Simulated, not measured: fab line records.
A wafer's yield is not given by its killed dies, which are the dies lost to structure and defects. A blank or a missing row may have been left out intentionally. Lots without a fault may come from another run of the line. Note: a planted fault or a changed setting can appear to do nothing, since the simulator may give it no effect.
The same fault as seen by 3 desks ; flow n5_finfet ; what lay behind the numbers comes last; until then each desk has only its own

## THE TOOL OWNER'S DESK: rie_diel-03
The tool's own readings at N5_BEOL_M7_ETCH_62 (etches SOC in N2/H2, target depth 110 nm, overetch 22 nm, time 165 s): means of the sampled wafers that have a number, for each lot that ran on this tool. The brackets show how far a lot's mean lies from the usual mean; more than 4 standard deviations puts the lot out of limits, marked OUT.
Columns: A = bias_w at N5_BEOL_M7_ETCH_62, usual 149.9 W; B = drypump_motor_current_A at N5_BEOL_M7_ETCH_62, usual 5.86 A; C = oes_product_au at N5_BEOL_M7_ETCH_62, usual 0.66 a.u.; D = rf_fwd_power_W at N5_BEOL_M7_ETCH_62, usual 837.1 W; E = rf_vpp_V at N5_BEOL_M7_ETCH_62, usual 523.9 V; F = showerhead_plenum_p_Torr at N5_BEOL_M7_ETCH_62, usual 2.54 Torr; G = throttle_valve_pct at N5_BEOL_M7_ETCH_62, usual 17.95 %
lot;first seen here;A;B;C;D;E;F;G
L650;day 10 21:02;150.0;5.86;0.63;838.4;523.1;2.53;18.07
L657;day 12 05:05;150.0;6.12;0.66;1039.2 (+75) OUT;488.7 (-12) OUT;2.58;17.96
L659;day 13 06:47;150.1;5.73;0.71;1036.5 (+74) OUT;489.0 (-12) OUT;2.61;17.74
L661;day 13 11:41;149.6;5.74;0.67;1035.9 (+74) OUT;490.8 (-11) OUT;2.64;17.80
This desk's verdict: out of limits on L657, L659, L661, starting with L657 at day 12 05:05 (rf_fwd_power_W at N5_BEOL_M7_ETCH_62). L650 stayed within limits.

## AT THE METROLOGY DESK
What the gauges read, lot by lot, whatever tool the lot ran on: means of the sampled wafers that have a number. The brackets show how far a lot's mean lies from the usual mean; more than 4 standard deviations puts the lot out of limits, marked OUT.
Columns: A = cd_nm at N5_BEOL_M7_CD_MEAS_11, usual 38.3 nm; B = M7_OVL at N5_BEOL_M7_OVL_MEAS_12, usual -0.1 nm
lot;first seen here;A;B
L649;day 10 14:23;37.7;-0.3
L650;day 10 20:51;38.0;-0.3
L657;day 12 04:44;38.6;0.1
L659;day 13 06:37;38.9;1.1
L661;day 13 11:30;37.9;1.1
L663;day 14 02:35;38.6;0.1
L664;day 14 08:23;38.7;-0.2
This desk found nothing out of limits on any of the 7 lots.

## THE DEFECT DESK
Lot by lot, what the route's inspections counted, given as the mean of those sampled wafers with a number. The brackets show how far a lot's mean lies from the usual mean; more than 4 standard deviations puts the lot out of limits, marked OUT.
Columns: A = raw_defect_count at N5_BEOL_M7_INSPECT_13, usual 372
lot;first seen here;A
L649;day 10 14:26;299
L650;day 10 20:55;324
L657;day 12 04:47;329
L659;day 13 06:40;465
L661;day 13 11:34;330
L663;day 14 02:38;347
L664;day 14 08:26;376
This desk found nothing out of limits on any of the 7 lots.

## ALL TOGETHER
An alarm could have come from the tool owner's desk at day 12 05:05, on L657, L659, L661.
Nothing out of limits was seen by the metrology desk.
Nothing the defect desk looked at was out of limits.
The metrology desk holds a record of L657, L659, L661, inside its limits.
The defect desk has L657, L659, L661 on record, within its limits.
On rie_diel-03, each named lot ran N5_BEOL_M7_ETCH_62.

## WHAT WAS PUT IN BY THE SIMULATOR
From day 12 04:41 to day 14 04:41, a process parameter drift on rie_diel-03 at N5_BEOL_M7_ETCH_62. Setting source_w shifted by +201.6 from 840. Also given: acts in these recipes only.
Lots struck among those shown: L657, L659, L661.
How many hours passed from the start of the fault until each desk's first out-of-limits reading: the tool owner's desk, 0.
